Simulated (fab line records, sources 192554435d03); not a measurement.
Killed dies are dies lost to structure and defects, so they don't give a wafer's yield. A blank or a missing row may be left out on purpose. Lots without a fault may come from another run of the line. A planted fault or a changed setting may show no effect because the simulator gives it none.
fab line records | flow n5_finfet
record lots=9 wafers=27 last_day=17
route steps=1938 shown WELL_APT@55 PMOS_HMC_CHANNEL_EPI@66 BEOL_M4@1111 PASSIVATION@1936
lots that met no fault: from a run of the same line without faults
start_h: hours from the record's first day to the start of the lot's first wafer shown | wait_h: hours since the lot's step before | " the same as in the row above | L1.1+2: a row that stands for several wafers | - no value, or no start given | * or withheld: withheld | < > ~ a bound
route shown NAME@n: a module of which the file shows steps, and the number in the route of the first | usual: mean/standard deviation of fault-free wafers | same: alike in all rows | chamber/n: place in a boat | sites: the reading at each site | _std_site: their standard deviation | _edge_site: outer sites' mean less inner sites' | radius_mm: how far each site lies from the wafer's centre | mask NAME#n: copy n | behind: the tool/chamber that last shaped the wafer | hold: why the lot was held/for how many hours/how that ended | device: the transistor (n, p or np) that didn't switch | end of line: the same wafers' tests at the end of the route | a step without rows: its recipe alone | killed: dies lost to structure and defects at the first sort, not the wafer's yield | map: a wafer's dies, x killed, . not, _ none there
set.NAME: the setting as run; set.NAME@STEP: as run at that earlier step | model.NAME: the simulator's own value behind a step, which no gauge read
steps of the route over a sample of lots; a table a step, a row a wafer
services: from which hour (start_h, from the record's first day; less than 0 if before it) a tool's chamber was out of use, for how many hours, and why
## steps
# step N5_WELL_APT_EPI_41
# recipe material=Si target_thk_a=500 temp_c=650 precursor=SiH4/H2 pressure_torr=20 time_s=297.7
# usual susceptor_temp_C=650.01/0.28 throttle_valve_pct=11.0/0.32
# columns lot.wafer tool chamber start_h wait_h susceptor_temp_C throttle_valve_pct
L621.3 epi_rpcvd-01 0 16.41 0.2 649.95 10.5
L621.4 " 0 " " 649.61 10.7
L621.5 " 0 " " 649.90 10.7
L626.1 epi_rpcvd-02 0 46.18 0.0 650.19 11.3
L626.2 " 0 " " 650.35 11.6
L626.6 " 0 " " 650.59 11.5
L631.2 epi_rpcvd-01 0 76.25 0.1 650.58 10.5
L631.3 " 0 " " 650.17 10.7
L631.6 " 0 " " 650.49 10.6
L633.4 epi_rpcvd-01 0 89.37 0.4 650.01 10.6
L633.5 " 0 " " 649.80 10.6
L633.6 " 0 " " 650.10 10.7
L634.3 epi_rpcvd-03 0 95.70 0.3 650.16 10.9
L634.4 " 0 " " 650.00 11.2
L634.6 " 0 " " 649.46 11.0
L635.1 epi_rpcvd-02 0 101.36 0.0 649.73 11.3
L635.4 " 0 " " 650.09 11.4
L635.6 " 0 " " 650.08 11.5
L636.1 epi_rpcvd-01 0 107.39 0.0 650.17 10.6
L636.2 " 0 " " 649.85 10.4
L636.4 " 0 " " 649.99 10.9
L642.2 epi_rpcvd-03 0 142.91 0.1 650.22 11.3
L642.4 " 0 " " 649.96 11.0
L642.6 " 0 " " 650.30 10.7
L644.2 epi_rpcvd-01 0 154.18 0.2 649.48 10.9
L644.3 " 0 " " 649.92 10.5
L644.5 " 0 " " 649.63 10.9
# step N5_PMOS_HMC_CHANNEL_EPI_OVL_MEAS_10
# recipe points_per_wafer=44
# usual PMOS_HMC_BLK_OVL=-0.5/0.62
# columns lot.wafer tool chamber start_h wait_h PMOS_HMC_BLK_OVL[nm]
L621.3 overlay-01 0 17.19 0.0 -0.3
L621.4 " 0 " " 0.8
L621.5 " 0 " " -0.5
L626.1 overlay-02 0 47.17 0.0 -0.6
L626.2 " 0 " " -1.4
L626.6 " 0 " " -0.7
L631.2 overlay-01 0 77.26 0.0 -0.3
L631.3 " 0 " " -0.2
L631.6 " 0 " " 0.2
L633.4 overlay-01 0 90.28 0.0 -0.6
L633.5 " 0 " " -0.6
L633.6 " 0 " " -0.4
L634.3 overlay-02 0 96.74 0.0 0.8
L634.4 " 0 " " 0.6
L634.6 " 0 " " 0.1
L635.1 overlay-01 0 102.46 0.0 -0.5
L635.4 " 0 " " -0.6
L635.6 " 0 " " -1.3
L636.1 overlay-01 0 108.70 0.0 -1.0
L636.2 " 0 " " -0.5
L636.4 " 0 " " -0.6
L642.2 overlay-02 0 143.92 0.0 -0.9
L642.4 " 0 " " -1.5
L642.6 " 0 " " -0.6
L644.2 overlay-02 0 155.23 0.0 -0.3
L644.3 " 0 " " -0.6
L644.5 " 0 " " 0.0
# step N5_PMOS_HMC_CHANNEL_EPI_FIN_RECESS_16
# recipe chemistry=HBr/Cl2 target=Si mask_material=SiO2 target_depth_a=540 time_s=18 pressure_mtorr=10 icp_w=800 bias_w=75 HBr_flow_sccm=150 Cl2_flow_sccm=80
# usual drypump_motor_current_A=5.7/0.4 oes_product_au=0.989/0.014 throttle_valve_pct=35.48/0.27
# columns lot.wafer tool chamber start_h wait_h drypump_motor_current_A oes_product_au rf_hours_counter_h throttle_valve_pct
L621.3 rie_si-01 2 17.71 0.0 6.3 0.978 199 35.56
L621.4 " 3 " " 5.9 0.978 195 35.12
L621.5 " 1 " " 5.2 0.977 - 35.59
L626.1 rie_si-06 2 48.39 0.0 5.7 0.984 9 34.99
L626.2 " 0 " " 6.3 1.007 4 35.65
L626.6 " 3 " " 5.4 0.972 - 35.91
L631.2 rie_si-05 1 78.19 0.0 5.4 1.002 28 35.46
L631.3 " 0 " " 5.7 0.989 14 35.06
L631.6 " 2 " " 5.9 0.976 - 35.39
L633.4 rie_si-01 0 90.91 0.0 5.0 1.006 - 35.50
L633.5 " 1 " " 5.1 0.986 - 35.59
L633.6 " 3 " " 5.9 0.966 - 35.12
L634.3 rie_si-06 2 98.62 0.0 5.7 0.975 10 35.00
L634.4 " 0 " " 6.3 1.001 5 35.67
L634.6 " 1 " " 5.7 1.001 - 35.71
L635.1 rie_si-01 3 103.06 0.0 5.9 0.974 197 35.12
L635.4 " 0 " " 5.0 0.989 194 35.52
L635.6 " 1 " " 5.2 0.962 - 35.59
L636.1 rie_si-01 2 109.52 0.0 6.3 1.004 0 35.58
L636.2 " 1 " " 5.1 0.978 126 35.59
L636.4 " 0 " " 5.0 1.007 194 35.50
L642.2 rie_si-06 0 144.78 0.0 6.3 0.997 6 35.67
L642.4 " 2 " " 5.7 0.982 11 34.99
L642.6 " 1 " " 5.7 1.002 - 35.69
L644.2 rie_si-06 2 155.80 0.0 5.7 0.980 11 34.99
L644.3 " 3 " " 5.5 0.975 88 35.91
L644.5 " 2 " " 5.8 0.985 - 34.99
# step N5_PMOS_HMC_CHANNEL_EPI_CMP_21
# recipe material=SiGe30 post_cmp_clean=alkaline_brush target_thk_nm=54
# usual motor_current_A=12.6/1.4
# columns lot.wafer tool chamber start_h wait_h motor_current_A
L621.3 cmp-04 0 19.38 0.2 10.4
L621.4 " 2 " " 12.8
L621.5 " 1 " " 12.0
L626.1 cmp-01 1 49.91 0.0 15.6
L626.2 " 2 " " 12.1
L626.6 " 1 " " 15.7
L631.3 cmp-01 3 80.14 0.1 11.0
L631.2 " 1 " " 15.7
L631.6 " 3 " " 11.1
L633.4 cmp-01 3 92.42 0.1 11.4
L633.5 " 2 " " 12.5
L633.6 " 3 " " 11.9
L634.4 cmp-03 2 100.57 0.1 12.8
L634.3 " 3 " " 13.3
L634.6 " 1 " " 12.1
L635.4 cmp-01 1 104.61 0.1 16.1
L635.1 " 2 " " 12.8
L635.6 " 1 " " 15.7
L636.4 cmp-01 0 111.03 0.0 12.9
L636.2 " 1 " " 16.1
L636.1 " 2 " " 12.4
L642.2 cmp-04 0 146.32 0.1 10.4
L642.4 " 1 " " 12.4
L642.6 " 3 " " 13.1
L644.3 cmp-03 2 157.30 0.0 12.5
L644.2 " 1 " " 11.9
L644.5 " 3 " " 13.2
# step N5_PMOS_HMC_CHANNEL_EPI_THK_MEAS_22
# recipe reads=SiGe30_of_PMOS_HMC_CHANNEL_EPI_EPI_20
# usual HMC_CMP_THK=53.7/0.68
# columns lot.wafer tool chamber start_h wait_h HMC_CMP_THK[nm]
L621.3 film_metro-02 - 19.68 - 54.4
L621.4 " - " " 53.4
L621.5 " - " " 53.0
L626.1 film_metro-01 - 50.20 - 54.1
L626.2 " - " " 53.7
L626.6 " - " " 53.8
L631.2 film_metro-01 - 80.40 - 53.6
L631.3 " - " " 53.8
L631.6 " - " " 54.3
L633.4 film_metro-02 - 92.68 - 55.3
L633.5 " - " " 53.2
L633.6 " - " " 53.7
L634.3 film_metro-01 - 100.83 - 53.5
L634.4 " - " " 52.6
L634.6 " - " " 52.9
L635.1 film_metro-02 - 104.87 - 59.4
L635.4 " - " " 54.3
L635.6 " - " " 52.6
L636.1 film_metro-02 - 111.32 - 58.6
L636.2 " - " " 53.4
L636.4 " - " " 55.0
L642.2 film_metro-02 - 146.58 - 52.9
L642.4 " - " " 53.7
L642.6 " - " " 53.5
L644.2 film_metro-02 - 157.60 - 53.6
L644.3 " - " " 53.1
L644.5 " - " " 53.5
# step N5_BEOL_M4_RC_MEAS_101
# usual CJ_P=5.81/0.17 DIBL_N=36.3/1.2 DIBL_P=36.1/1.6 IOFF_N=0.161/0.023 IOFF_P=0.209/0.027 IOFF_P_85C=3.6/0.4 IOFF_P_LIN=0.100/0.01 IOFF_P_LONG=0.000107/9e-06 ION_N=676/8.9 ION_P=462/5.3 SS_N=71.5/0.51 SS_P=73.2/0.5 VT_N=249.1/2.5 VT_P=-249.9/2.8
# columns lot.wafer tool chamber start_h wait_h CJ_P DIBL_N[mV/V] DIBL_P[mV/V] IOFF_N[nA/um] IOFF_P[nA/um] IOFF_P_85C[nA/um] IOFF_P_LIN[nA/um] IOFF_P_LONG[nA/um] ION_N[uA/um] ION_P[uA/um] SS_N[mV/dec] SS_P[mV/dec] VT_N[mV] VT_P[mV]
L621.3 prober-02 0 156.33 0.3 5.92 36.5 36.8 0.164 0.203 3.5 0.095 0.000103 671 460 71.8 72.7 246.1 -251.8
L621.4 " 0 " " 5.90 35.7 35.0 0.142 0.183 3.2 0.089 0.000104 672 457 70.8 73.3 247.2 -253.2
L621.5 " 0 " " 5.86 34.8 33.1 0.129 0.157 2.8 0.080 0.000105 667 451 71.7 73.5 250.9 -255.5
L626.1 prober-02 0 196.58 0.0 5.88 37.6 36.7 0.184 0.262 4.5 0.124 0.00013 682 471 71.5 73.2 245.7 -246.9
L626.2 " 0 " " 5.83 36.4 36.1 0.168 0.241 4.2 0.116 0.000132 686 468 71.5 73.4 247.2 -244.0
L626.6 " 0 " " 5.87 37.9 37.3 0.192 0.272 4.6 0.127 0.000131 678 465 71.8 73.4 248.0 -243.8
L631.2 prober-01 0 226.46 0.2 5.78 36.6 36.6 0.164 0.206 3.6 0.103 0.000112 684 463 71.7 72.9 246.6 -249.0
L631.3 " 0 " " 5.66 36.6 37.1 0.165 0.209 3.7 0.103 0.00011 687 465 71.4 73.7 249.3 -247.0
L631.6 " 0 " " 5.63 36.2 36.4 0.150 0.196 3.4 0.099 0.000109 673 457 70.7 73.0 248.3 -250.7
L634.3 prober-02 0 241.71 0.3 5.91 38.5 37.1 0.182 0.229 4.0 0.107 0.00011 678 466 72.4 73.8 249.7 -249.3
L634.4 " 0 " " 6.02 38.4 37.0 0.186 0.229 4.1 0.108 0.000113 671 459 72.5 73.3 249.1 -247.8
L634.6 " 0 " " 6.00 36.0 35.3 0.138 0.193 3.5 0.096 0.000111 658 455 71.4 73.3 255.3 -251.9
L633.4 prober-02 0 246.78 0.5 5.32 36.9 36.3 0.165 0.255 4.3 0.119 0.000121 678 471 71.0 72.7 247.4 -244.3
L633.5 " 0 " " 5.81 35.8 35.2 0.153 0.231 3.9 0.113 0.000128 678 470 71.1 72.7 244.7 -244.4
L633.6 " 0 " " 5.72 36.5 35.7 0.152 0.236 4.0 0.114 0.000128 671 467 71.5 73.2 248.8 -244.2
L636.1 prober-02 0 249.03 0.0 3.68 35.0 51.8 0.151 1.636 20.4 0.170 8.1e-05 676 438 71.9 90.2 247.9 -248.1
L636.2 " 0 " " 5.82 35.7 35.9 0.160 0.204 3.6 0.097 0.000104 672 462 71.9 73.4 250.1 -250.7
L636.4 " 0 " " 5.53 34.0 33.4 0.135 0.174 3.1 0.087 9.7e-05 665 457 71.0 72.6 251.5 -253.3
L635.1 prober-02 0 255.24 0.0 3.63 36.4 45.9 0.165 0.812 11.3 0.129 6.9e-05 666 434 72.0 84.4 247.4 -251.6
L635.4 " 0 " " 5.68 37.0 36.8 0.178 0.193 3.4 0.090 8.7e-05 674 456 71.8 74.2 249.3 -253.1
L635.6 " 0 " " 6.02 35.9 36.1 0.161 0.187 3.3 0.089 9.6e-05 671 455 70.9 73.5 249.5 -253.2
L642.2 prober-02 0 284.75 0.2 5.85 34.3 35.7 0.117 0.192 3.5 0.094 0.000113 663 461 71.9 72.9 254.1 -252.3
L642.4 " 0 " " 5.79 35.8 36.9 0.135 0.214 3.8 0.103 0.000112 666 463 71.0 73.7 254.6 -249.9
L642.6 " 0 " " 5.82 36.0 37.6 0.138 0.222 3.9 0.105 0.000113 673 467 71.6 73.1 254.9 -250.0
L644.2 prober-01 0 310.37 0.2 5.87 37.1 36.4 0.166 0.217 3.9 0.105 0.000107 679 465 71.8 73.3 250.1 -246.2
L644.3 " 0 " " 5.99 36.0 35.6 0.143 0.202 3.6 0.100 0.000109 674 463 71.9 73.1 250.6 -248.4
L644.5 " 0 " " 5.91 35.0 34.3 0.132 0.178 3.3 0.091 0.000108 662 457 71.6 73.4 251.1 -248.6
# step N5_PASSIVATION_PROBE_49
# usual defect_limited_yield=91.3/1.5 killed_at_M0_to_M3=35/10 killed_at_M4_up=13/5.3 killed_at_contacts=12/5.7 killed_at_front_end=39/11 killed_at_other=3.3/2.7 killed_dies=102/18 killed_open=67/13 killed_short=34/7.8 sort_bin_4_leakage=0/0 sort_bin_5_function=5.1/1 sort_bin_6_memory=3.3/0.68 sort_bin_8_speed=0/0 sort_n_pass=1078/18 sort_yield_pct=91.3/1.5
# same gross_dies=1180 killed_at_back_side=0
# columns lot.wafer tool chamber start_h wait_h defect_limited_yield[%] killed_at_M0_to_M3 killed_at_M4_up killed_at_contacts killed_at_front_end killed_at_other killed_dies killed_open killed_short sort_bin_4_leakage[%] sort_bin_5_function[%] sort_bin_6_memory[%] sort_bin_8_speed[%] sort_n_pass sort_yield_pct[%]
L621.3 prober-01 - 254.81 0.1 92.3 33 7 7 42 2 91 55 34 0 4.4 3.1 0 1089 92.3
L621.4 prober-01 - 254.86 0.2 91.2 39 11 16 38 0 104 73 31 0 5.6 3.1 0 1076 91.2
L621.5 prober-01 - 254.91 0.2 92.7 29 9 3 45 0 86 52 33 0 3.6 3.2 0 1094 92.7
L626.1 prober-01 - 290.76 0.0 92.6 23 17 9 32 6 87 53 32 0 4.9 2.1 0 1093 92.6
L626.2 prober-01 - 290.81 0.1 91.9 34 15 18 24 4 95 62 32 0 4.0 3.9 0 1085 91.9
L626.6 prober-01 - 291.01 0.3 90.8 28 16 20 38 6 108 68 37 0 5.4 3.3 0 1072 90.8
L631.2 prober-02 - 334.05 0.1 91.9 46 9 9 30 2 96 59 36 0 5.1 2.9 0 1084 91.9
L631.3 prober-02 - 334.10 0.1 90.5 37 15 16 41 3 112 64 48 0 5.8 3.4 0 1068 90.5
L631.6 prober-02 - 334.25 0.3 90.0 45 16 9 42 6 118 75 41 0 5.3 4.4 0 1062 90.0
L634.3 prober-02 - 341.74 0.8 88.4 37 31 11 55 3 137 85 49 0 7.3 4.0 0 1043 88.4
L634.4 prober-02 - 341.79 0.8 89.7 43 17 16 44 2 122 81 40 0 5.9 3.8 0 1058 89.7
L634.6 prober-02 - 341.89 0.9 90.7 40 18 7 43 2 110 78 32 0 5.8 3.1 0 1070 90.7
L633.4 prober-02 - 352.42 0.2 92.8 37 10 9 23 6 85 54 31 0 4.2 2.6 0 1095 92.8
L633.5 prober-02 - 352.47 0.2 92.9 27 12 15 25 5 84 58 25 0 3.5 3.5 0 1096 92.9
L633.6 prober-02 - 352.52 0.3 94.1 18 9 6 35 2 70 44 26 0 3.2 2.6 0 1110 94.1
L636.1 prober-02 - 356.71 0.0 91.0 55 6 11 34 0 106 68 38 91.02 5.0 3.6 0 0 0
L636.2 prober-02 - 356.76 0.1 91.5 38 4 15 41 2 100 67 33 0 4.6 3.4 0 1080 91.5
L636.4 prober-02 - 356.86 0.2 91.5 38 6 10 45 1 100 64 36 0 4.9 3.2 0 1080 91.5
L635.1 prober-02 - 358.78 0.3 92.7 36 14 7 26 3 86 52 34 86.27 5.5 1.7 0.51 70 5.9
L635.4 prober-02 - 358.93 0.5 90.3 30 17 21 43 3 114 61 53 0 5.3 3.8 0 1066 90.3
L635.6 prober-02 - 359.03 0.6 92.0 39 15 10 26 4 94 60 34 0 4.9 2.5 0 1086 92.0
L642.2 prober-01 - 389.17 0.1 92.2 22 18 10 35 7 92 57 33 0 4.8 2.5 0 1088 92.2
L642.4 prober-01 - 389.27 0.2 89.7 34 19 13 51 5 122 83 36 0 6.4 3.4 0 1058 89.7
L642.6 prober-01 - 389.37 0.3 90.9 26 16 7 52 6 107 67 38 0 5.0 3.6 0 1073 90.9
L644.2 prober-02 - 408.24 0.1 88.9 29 11 10 70 11 131 91 39 0 6.7 4.1 0 1049 88.9
L644.3 prober-02 - 408.29 0.1 91.5 27 20 14 34 5 100 65 34 0 4.8 3.1 0 1080 91.5
L644.5 prober-02 - 408.39 0.2 90.6 24 16 9 58 4 111 62 48 0 5.3 3.6 0 1069 90.6
# killed by level:class
L621.3 BEOL_M0_SAQP:geometric_particle:short=12 FIN_SAQP:geometric_particle:short=10 DUMMY_GATE:geometric_particle:open=9 STI_FIN_REVEAL:geometric_particle:open=7 MOL_CONTACT_COAG:geometric_particle:open=6 FIN_SAQP:geometric_particle:open=5 BEOL_M0_SAQP:geometric_particle:open=5 BEOL_M2:geometric_particle:open=5
L621.4 MOL_CONTACT_COAG:geometric_particle:open=15 BEOL_M0_SAQP:geometric_particle:open=15 STI_FIN_REVEAL:geometric_particle:open=12 BEOL_M2:geometric_particle:open=11 BEOL_M0_SAQP:geometric_particle:short=8 DUMMY_GATE:geometric_particle:open=6 FIN_SAQP:geometric_particle:open=4 DUMMY_GATE:geometric_particle:short=4
L621.5 BEOL_M2:geometric_particle:open=17 FIN_SAQP:geometric_particle:short=11 STI_FIN_REVEAL:geometric_particle:open=8 FIN_SAQP:geometric_particle:open=7 BEOL_M0_SAQP:geometric_particle:short=7 BEOL_M4:geometric_particle:open=4 GATE_CUT:geometric_particle:short=3 MOL_CONTACT_COAG:geometric_particle:open=3
L626.1 FIN_SAQP:geometric_particle:short=8 FIN_SAQP:geometric_particle:open=7 MOL_CONTACT_COAG:geometric_particle:open=6 BEOL_M1:geometric_particle:open=6 BEOL_M0_SAQP:geometric_particle:open=5 STARTING-WAFER:geometric_particle:short=4 GATE_CUT:geometric_particle:short=4 DUMMY_GATE:geometric_particle:open=3
L626.2 MOL_CONTACT_COAG:geometric_particle:open=11 BEOL_M1:geometric_particle:open=10 MOL_CONTACT_COAG:geometric_particle:short=7 BEOL_M0_SAQP:geometric_particle:open=7 FIN_SAQP:geometric_particle:short=6 BEOL_M4:geometric_particle:open=6 BEOL_M3:geometric_particle:open=5 STARTING-WAFER:geometric_particle:open=5
L626.6 FIN_SAQP:geometric_particle:open=13 MOL_CONTACT_COAG:geometric_particle:open=10 MOL_CONTACT_COAG:geometric_particle:short=10 STI_FIN_REVEAL:geometric_particle:open=7 FIN_SAQP:geometric_particle:short=6 BEOL_M1:geometric_particle:open=6 BEOL_M2:geometric_particle:open=6 BEOL_M0:geometric_particle:short=5
L631.2 BEOL_M0_SAQP:geometric_particle:short=18 STI_FIN_REVEAL:geometric_particle:open=10 BEOL_M0:geometric_particle:open=10 BEOL_M0_SAQP:geometric_particle:open=7 FIN_SAQP:geometric_particle:short=5 MOL_CONTACT_COAG:geometric_particle:open=5 FIN_SAQP:geometric_particle:open=4 MOL_CONTACT_COAG:geometric_particle:short=4
L631.3 BEOL_M0_SAQP:geometric_particle:short=17 MOL_CONTACT_COAG:geometric_particle:open=14 FIN_SAQP:geometric_particle:short=10 BEOL_M0_SAQP:geometric_particle:open=7 STARTING-WAFER:geometric_particle:open=7 FIN_SAQP:geometric_particle:open=5 STI_FIN_REVEAL:geometric_particle:open=5 BEOL_M4:geometric_particle:open=5
L631.6 STI_FIN_REVEAL:geometric_particle:open=13 BEOL_M0_SAQP:geometric_particle:short=12 BEOL_M0:geometric_particle:open=10 FIN_SAQP:geometric_particle:open=8 FIN_SAQP:geometric_particle:short=7 MOL_CONTACT_COAG:geometric_particle:open=7 BEOL_M0_SAQP:geometric_particle:open=7 BEOL_M5:geometric_particle:open=5
L634.3 STI_FIN_REVEAL:geometric_particle:open=17 BEOL_M4:geometric_particle:open=14 BEOL_M0_SAQP:geometric_particle:short=13 BEOL_M0_SAQP:geometric_particle:open=10 MOL_CONTACT_COAG:geometric_particle:open=7 BEOL_M4:geometric_particle:short=7 STI_FIN_REVEAL:geometric_particle:short=6 FIN_SAQP:geometric_particle:open=5
L634.4 MOL_CONTACT_COAG:geometric_particle:open=13 FIN_SAQP:geometric_particle:open=11 FIN_SAQP:geometric_particle:short=10 BEOL_M3:geometric_particle:open=10 BEOL_M4:geometric_particle:open=10 STI_FIN_REVEAL:geometric_particle:open=8 BEOL_M0_SAQP:geometric_particle:open=6 BEOL_M0:geometric_particle:open=5
L634.6 STI_FIN_REVEAL:geometric_particle:open=12 BEOL_M1:geometric_particle:open=10 BEOL_M4:geometric_particle:open=10 BEOL_M3:geometric_particle:open=8 FIN_SAQP:geometric_particle:short=6 FIN_SAQP:geometric_particle:open=6 BEOL_M0_SAQP:geometric_particle:short=6 BEOL_M0_SAQP:geometric_particle:open=6
L633.4 BEOL_M0_SAQP:geometric_particle:short=10 BEOL_M2:geometric_particle:open=10 BEOL_M0_SAQP:geometric_particle:open=6 MOL_CONTACT_COAG:geometric_particle:open=5 FIN_SAQP:geometric_particle:open=4 STI_FIN_REVEAL:geometric_particle:open=4 GATE_CUT:geometric_particle:short=4 MOL_CONTACT_COAG:geometric_particle:short=4
L633.5 MOL_CONTACT_COAG:geometric_particle:open=11 BEOL_M2:geometric_particle:open=9 BEOL_M0_SAQP:geometric_particle:open=7 STI_FIN_REVEAL:geometric_particle:open=5 DUMMY_GATE:geometric_particle:open=5 BEOL_M4:geometric_particle:open=5 GATE_CUT:geometric_particle:short=5 BEOL_M0_SAQP:geometric_particle:short=5
L633.6 FIN_SAQP:geometric_particle:open=9 FIN_SAQP:geometric_particle:short=6 STARTING-WAFER:geometric_particle:short=5 BEOL_M1:geometric_particle:open=5 MOL_CONTACT_COAG:geometric_particle:open=4 BEOL_M4:geometric_particle:open=4 GATE_CUT:geometric_particle:short=3 GATE_CUT:geometric_particle:open=3
L636.1 BEOL_M1:geometric_particle:open=16 BEOL_M0_SAQP:geometric_particle:short=13 BEOL_M0_SAQP:geometric_particle:open=13 FIN_SAQP:geometric_particle:short=12 MOL_CONTACT_COAG:geometric_particle:open=11 BEOL_M2:geometric_particle:open=7 FIN_SAQP:geometric_particle:open=4 STI_FIN_REVEAL:geometric_particle:open=3
L636.2 MOL_CONTACT_COAG:geometric_particle:open=14 BEOL_M0_SAQP:geometric_particle:short=11 STI_FIN_REVEAL:geometric_particle:open=8 BEOL_M0_SAQP:geometric_particle:open=8 FIN_SAQP:geometric_particle:short=6 BEOL_M1:geometric_particle:open=6 FIN_SAQP:geometric_particle:open=5 DUMMY_GATE:geometric_particle:open=5
L636.4 FIN_SAQP:geometric_particle:short=13 BEOL_M0_SAQP:geometric_particle:short=9 BEOL_M1:geometric_particle:open=8 MOL_CONTACT_COAG:geometric_particle:open=7 BEOL_M2:geometric_particle:open=7 STI_FIN_REVEAL:geometric_particle:open=6 BEOL_M0_SAQP:geometric_particle:open=6 FIN_SAQP:geometric_particle:open=5
L635.1 FIN_SAQP:geometric_particle:short=9 BEOL_M0:geometric_particle:open=9 BEOL_M0_SAQP:geometric_particle:open=6 MOL_CONTACT_COAG:geometric_particle:open=5 BEOL_M0_SAQP:geometric_particle:short=5 BEOL_M4:geometric_particle:open=5 BEOL_M1:geometric_particle:short=4 GATE_CUT:geometric_particle:open=3
L635.4 MOL_CONTACT_COAG:geometric_particle:open=16 FIN_SAQP:geometric_particle:short=10 BEOL_M4:geometric_particle:open=9 STI_FIN_REVEAL:geometric_particle:open=8 GATE_CUT:geometric_particle:short=8 BEOL_M0:geometric_particle:open=6 FIN_SAQP:geometric_particle:open=5 MOL_CONTACT_COAG:geometric_particle:short=5
L635.6 BEOL_M4:geometric_particle:open=13 BEOL_M0_SAQP:geometric_particle:open=13 BEOL_M0_SAQP:geometric_particle:short=12 MOL_CONTACT_COAG:geometric_particle:open=9 FIN_SAQP:geometric_particle:short=6 FIN_SAQP:geometric_particle:open=5 BEOL_M1:geometric_particle:open=5 GATE_CUT:geometric_particle:short=3
L642.2 FIN_SAQP:geometric_particle:open=8 MOL_CONTACT_COAG:geometric_particle:open=8 FIN_SAQP:geometric_particle:short=6 GATE_CUT:geometric_particle:short=6 BEOL_M0_SAQP:geometric_particle:open=6 BEOL_M1:geometric_particle:open=6 BEOL_M4:geometric_particle:open=5 BEOL_M5:geometric_particle:open=5
L642.4 FIN_SAQP:geometric_particle:open=14 BEOL_M1:geometric_particle:open=14 STI_FIN_REVEAL:geometric_particle:open=10 MOL_CONTACT_COAG:geometric_particle:open=10 BEOL_M0_SAQP:geometric_particle:short=7 BEOL_M4:geometric_particle:open=6 FIN_SAQP:geometric_particle:short=5 DUMMY_GATE:geometric_particle:open=5
L642.6 FIN_SAQP:geometric_particle:open=14 FIN_SAQP:geometric_particle:short=8 BEOL_M1:geometric_particle:open=8 STI_FIN_REVEAL:geometric_particle:open=7 BEOL_M4:geometric_particle:open=7 DUMMY_GATE:geometric_particle:open=6 BEOL_M0_SAQP:geometric_particle:short=6 MOL_CONTACT_COAG:geometric_particle:open=4
L644.2 FIN_SAQP:geometric_particle:open=15 STI_FIN_REVEAL:geometric_particle:open=15 GATE_CUT:geometric_particle:open=12 BEOL_M2:geometric_particle:open=11 MOL_CONTACT_COAG:geometric_particle:open=10 MIM_TOP_ETCH:geometric_particle:open=8 STARTING-WAFER:geometric_particle:short=8 GATE_CUT:geometric_particle:short=7
L644.3 BEOL_M4:geometric_particle:open=12 MOL_CONTACT_COAG:geometric_particle:open=11 FIN_SAQP:geometric_particle:short=8 BEOL_M0_SAQP:geometric_particle:short=8 BEOL_M0_SAQP:geometric_particle:open=7 FIN_SAQP:geometric_particle:open=6 BEOL_M2:geometric_particle:open=6 STI_FIN_REVEAL:geometric_particle:open=5
L644.5 FIN_SAQP:geometric_particle:short=14 FIN_SAQP:geometric_particle:open=10 STI_FIN_REVEAL:geometric_particle:open=10 MOL_CONTACT_COAG:geometric_particle:open=7 DUMMY_GATE:geometric_particle:open=6 GATE_CUT:geometric_particle:short=6 BEOL_M4:geometric_particle:short=5 STARTING-WAFER:geometric_particle:short=5
## services
# columns tool chamber start_h hours kind
cmp-04 - -3.81 3.1 repair
epi_rpcvd-03 - -0.23 1.9 repair
cmp-03 - 6.94 3.4 repair
rie_si-05 0 10.17 1.0 repair
cmp-03 - 17.13 1.4 repair
cmp-01 - 18.52 11.3 repair
rie_si-06 - 28.38 1.0 repair
cmp-04 - 39.09 0.4 repair
cmp-04 - 41.99 4.0 pm
rie_si-05 - 48.03 1.3 repair
cmp-01 - 53.93 4.5 pm
rie_si-01 1 60.09 4.1 repair
rie_si-01 2 81.04 - clean
rie_si-01 2 81.04 15.6 scheduled_down
rie_si-01 2 81.04 15.6 vent_cycle
cmp-04 - 87.12 1.4 repair
rie_si-06 0 87.43 6.4 repair
epi_rpcvd-01 - 91.51 0.6 repair
rie_si-01 3 113.45 - clean
rie_si-01 3 113.45 - consumable_replace:esc
epi_rpcvd-01 - 131.06 8.1 pm
rie_si-01 2 139.12 2.8 repair
cmp-03 - 142.93 1.2 repair
cmp-04 - 149.07 6.8 pm
## key
first_sign step=N5_PMOS_HMC_CHANNEL_EPI_THK_MEAS_22 reading=HMC_CMP_THK direction=up sigmas=7.8 usual=53.7 struck=59.0
effect step=N5_BEOL_M4_RC_MEAS_101 reading=IOFF_P direction=up sigmas=38 usual=0.209 struck=1.224
effect step=N5_BEOL_M4_RC_MEAS_101 reading=IOFF_P_85C direction=up sigmas=30 usual=3.6 struck=15.8
effect step=N5_BEOL_M4_RC_MEAS_101 reading=SS_P direction=up sigmas=28 usual=73.2 struck=87.3
effect step=N5_BEOL_M4_RC_MEAS_101 reading=CJ_P direction=down sigmas=13 usual=5.81 struck=3.66
effect step=N5_BEOL_M4_RC_MEAS_101 reading=DIBL_P direction=up sigmas=8.2 usual=36.1 struck=48.9
effect step=N5_BEOL_M4_RC_MEAS_101 reading=ION_P direction=down sigmas=5 usual=462 struck=436
effect step=N5_BEOL_M4_RC_MEAS_101 reading=IOFF_P_LIN direction=up sigmas=4.8 usual=0.100 struck=0.150
effect step=N5_BEOL_M4_RC_MEAS_101 reading=IOFF_P_LONG direction=down sigmas=3.5 usual=0.000107 struck=7.5e-05
effect step=N5_PASSIVATION_PROBE_49 reading=sort_bin_4_leakage direction=up sigmas=99+ usual=0 struck=88.64
met_at N5_PMOS_HMC_CHANNEL_EPI_FIN_RECESS_16
struck_lots L635,L636
struck_wafers L635.1,L636.1
not_acting_at N5_WELL_APT_EPI_41,N5_PMOS_HMC_CHANNEL_EPI_OVL_MEAS_10,N5_PMOS_HMC_CHANNEL_EPI_CMP_21
onset_between 90.91 103.06
fault kind=process_parameter_drift tool=rie_si-01 chamber=- onset_h=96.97 steps=N5_PMOS_HMC_CHANNEL_EPI_FIN_RECESS_16 channel=time_s offset=* shape=step end_h=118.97 scope=struck_wafers_only acts_in=* stated=*
